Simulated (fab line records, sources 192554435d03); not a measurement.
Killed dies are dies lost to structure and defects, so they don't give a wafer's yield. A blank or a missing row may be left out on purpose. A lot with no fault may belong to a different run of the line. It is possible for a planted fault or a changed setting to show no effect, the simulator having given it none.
What tool caused it? -- flow n5-finfet -- 72 wafers from 24 lots sampled at 4 of the route's 1938 steps

## WHAT THE GAUGES SHOWED, per wafer
N5_FIN_SAQP_INSPECT_18: inspects for defects (brightfield). Usual: raw-defect-count 421, standard deviation 120.
lot,measured,on,raw-defect-count,flag
L074,day 1 22:23,defect-inspect-01,268 373 315,
L075,day 2 04:13,defect-inspect-02,531 661 441,
L076,day 2 09:12,defect-inspect-01,375 490 378,
L077,day 2 15:51,defect-inspect-02,254 411 458,
L078,day 3 00:36,defect-inspect-01,370 421 354,
L079,day 3 03:26,defect-inspect-02,476 474 405,
L080,day 3 09:58,defect-inspect-01,441 600 410,
L081,day 3 16:26,defect-inspect-01,472 457 469,
L082,day 3 21:42,defect-inspect-01,373 294 290,
L083,day 4 03:55,defect-inspect-02,294 319 384,
L084,day 4 09:57,defect-inspect-01,661 552 893,
L085,day 4 16:13,defect-inspect-02,374 309 302,
L086,day 5 00:25,defect-inspect-02,473 344 454,
L087,day 5 04:59,defect-inspect-02,409 462 292,
L088,day 5 09:38,defect-inspect-02,248 313 281,
L089,day 5 15:25,defect-inspect-02,421 493 371,
L090,day 6 00:40,defect-inspect-01,441 297 307,
L091,day 6 06:07,defect-inspect-02,481 440 336,
L092,day 6 09:43,defect-inspect-01,407 495 454,
L093,day 7 04:08,defect-inspect-02,601 690 340,
L094,day 7 12:22,defect-inspect-02,382 316 283,
L095,day 7 13:02,defect-inspect-01,647 684 397,
L096,day 7 14:05,defect-inspect-02,582 351 440,
L097,day 7 18:29,defect-inspect-01,387 410 274,

N5_FIN_SAQP_CD_MEAS_27: the cd target is 20 nm. Usual: cd-nm 20.31 nm, standard deviation 0.21.
lot,measured,on,cd-nm (nm),flag
L074,day 2 00:56,cd-sem-02,20.25 20.51 20.12,
L075,day 2 07:01,cd-sem-01,20.17 20.47 20.36,
L076,day 2 11:14,cd-sem-03,20.51 20.53 20.54,
L077,day 2 18:26,cd-sem-02,20.06 19.99 20.28,
L078,day 3 02:38,cd-sem-01,20.13 19.94 20.28,
L079,day 3 05:45,cd-sem-01,20.24 20.21 20.39,
L080,day 3 12:05,cd-sem-01,20.27 20.35 19.98,
L081,day 3 18:29,cd-sem-03,20.57 20.48 20.63,
L082,day 3 23:46,cd-sem-02,20.42 19.96 20.75,
L083,day 4 06:42,cd-sem-02,20.38 20.60 20.07,
L084,day 4 12:00,cd-sem-03,20.28 20.39 20.26,
L085,day 4 19:31,cd-sem-01,20.43 20.18 20.61,
L086,day 5 03:54,cd-sem-02,20.38 20.72 20.47,
L087,day 5 07:07,cd-sem-01,20.49 20.55 20.53,
L088,day 5 12:08,cd-sem-02,20.19 20.42 20.75,
L089,day 5 18:00,cd-sem-03,20.60 20.03 20.01,
L090,day 6 05:28,cd-sem-01,20.25 19.97 20.39,
L091,day 6 08:23,cd-sem-02,20.23 20.19 20.33,
L092,day 6 12:08,cd-sem-03,20.35 20.32 20.03,
L093,day 7 07:47,cd-sem-03,20.08 20.41 20.49,
L094,day 7 15:04,cd-sem-03,20.51 20.17 20.73,
L095,day 7 17:15,cd-sem-02,20.43 20.42 20.67,
L096,day 7 17:28,cd-sem-03,20.32 20.27 20.83,
L097,day 7 20:50,cd-sem-01,20.31 20.32 20.00,

N5_DUMMY_GATE_OVL_MEAS_16. Usual: for GATE_OVL the level is -0.4 nm and the standard deviation is 0.71.
lot,measured,on,GATE_OVL (nm),flag
L074,day 2 22:55,overlay-02,-0.1 -0.6 -0.5,
L075,day 3 07:50,overlay-01,-2.6 0.0 -0.1,
L076,day 3 10:35,overlay-02,1.7 -0.2 -0.1,
L077,day 3 18:49,overlay-02,-0.7 -0.5 0.1,
L078,day 3 23:37,overlay-02,0.3 -0.2 0.2,
L079,day 4 03:22,overlay-02,-0.9 -0.9 -0.6,
L080,day 4 08:59,overlay-02,0.5 -0.4 -0.4,
L081,day 4 16:38,overlay-02,-0.4 -0.5 0.1,
L082,day 4 21:10,overlay-02,0.1 0.0 -0.7,
L083,day 5 03:38,overlay-02,-0.9 -1.2 -0.5,
L084,day 5 09:29,overlay-02,-1.2 -0.4 -0.9,
L085,day 5 21:02,overlay-02,-0.2 -0.5 -0.7,
L086,day 6 01:11,overlay-02,-0.8 -0.4 -0.2,
L087,day 6 06:26,overlay-01,-1.2 0.9 -0.6,
L088,day 6 09:43,overlay-01,-0.5 -0.5 -1.3,
L089,day 6 23:04,overlay-01,-0.4 -0.7 -1.2,
L090,day 7 03:19,overlay-01,0.2 -0.1 0.6,
L091,day 7 17:01,overlay-01,-0.3 0.4 -0.6,
L092,day 7 18:10,overlay-01,-1.0 -0.8 -0.7,
L093,day 8 07:09,overlay-02,-1.5 -1.0 -2.3,
L094,day 8 18:29,overlay-01,0.5 1.0 0.2,
L095,day 8 15:04,overlay-01,-0.8 0.4 -1.2,
L096,day 8 19:01,overlay-01,-0.1 -0.5 0.4,
L097,day 8 18:58,overlay-02,-0.5 -1.4 -0.3,

## WHAT TOOL EACH LOT RAN ON (gives the tool, then ch and the chambers of the sampled wafers, and finally the start)
lot,N5_FIN_SAQP_SPACER2_ALD_28
L074,"ald-sin-01 ch 1,2, day 2 01:58"
L075,"ald-sin-04 ch 1,2, day 2 08:02"
L076,"ald-sin-01 ch 0,3, day 2 12:16"
L077,"ald-sin-04 ch 0,1,3, day 2 20:35"
L078,"ald-sin-02 ch 1,2,3, day 3 03:44"
L079,"ald-sin-02 ch 0,2,3, day 3 06:47"
L080,"ald-sin-01 ch 0,1,2, day 3 13:11"
L081,"ald-sin-02 ch 0,1,3, day 3 19:30"
L082,"ald-sin-04 ch 0,1, day 4 01:07"
L083,"ald-sin-02 ch 2,3, day 4 07:46"
L084,"ald-sin-01 ch 1,2,3, day 4 13:02"
L085,"ald-sin-02 ch 0,1,3, day 4 23:26"
L086,"ald-sin-01 ch 0,1,3, day 5 04:55"
L087,"ald-sin-04 ch 0,2,3, day 5 08:09"
L088,"ald-sin-04 ch 0,1,3, day 5 13:08"
L089,"ald-sin-02 ch 0,2, day 5 19:22"
L090,"ald-sin-02 ch 0,1,3, day 6 07:01"
L091,"ald-sin-04 ch 0,1,2, day 6 10:10"
L092,"ald-sin-04 ch 1,2,3, day 6 13:09"
L093,"ald-sin-04 ch 1,2,3, day 7 09:02"
L094,"ald-sin-04 ch 2,3, day 7 17:07"
L095,"ald-sin-01 ch 0,1,3, day 7 18:36"
L096,"ald-sin-04 ch 0,1,2, day 7 18:50"
L097,"ald-sin-04 ch 1,2,3, day 7 22:04"
- N5_FIN_SAQP_SPACER2_ALD_28: deposits SiO2, target thk 8.1 nm, pulse time 1 s, purge time 2 s.

## WHAT THE TOOLS THEMSELVES READ (means of the sampled wafers that have a number; where no wafer has one, the mark that the record gives instead)
N5_FIN_SAQP_SPACER2_ALD_28. Usual: heater-power-w 434 W, standard deviation 45; precursor-pulse-height-rel 0.999, standard deviation 0.021.
lot,tool,heater-power-w (W),precursor-pulse-height-rel,flag
L074,ald-sin-01,435,1.007,
L075,ald-sin-04,432,0.990,
L076,ald-sin-01,493,1.009,
L077,ald-sin-04,417,0.984,
L078,ald-sin-02,440,1.005,
L079,ald-sin-02,407,1.000,
L080,ald-sin-01,469,1.001,
L081,ald-sin-02,462,0.996,
L082,ald-sin-04,420,0.978,
L083,ald-sin-02,387,0.991,
L084,ald-sin-01,462,1.017,
L085,ald-sin-02,467,0.992,
L086,ald-sin-01,465,0.990,
L087,ald-sin-04,406,1.001,
L088,ald-sin-04,414,0.986,
L089,ald-sin-02,388,1.007,
L090,ald-sin-02,466,0.998,
L091,ald-sin-04,404,0.993,
L092,ald-sin-04,419,0.982,
L093,ald-sin-04,426,1.021,
L094,ald-sin-04,419,1.001,
L095,ald-sin-01,467,0.999,
L096,ald-sin-04,406,1.000,
L097,ald-sin-04,426,0.990,

## THE ANSWER, worked out from the rows above alone
Rule: take the mean of a lot's wafers that have a number; if it is more than 3 standard deviations from the usual mean, the lot is off. A lot without any number at a reading at which 4 lots or more have one is off too. Any other lot the step has rows for is counted as sound. After the gauges, taken in route order, come the tools' own readings; for these a lot's mean is taken, as printed above. The first step at which some lot is off is used, and at that step the reading that is off furthest; a lot without a number counts as furthest.
None of the lots is off at any reading shown; this tells nothing.

## WHAT WAS PUT IN BY THE SIMULATOR
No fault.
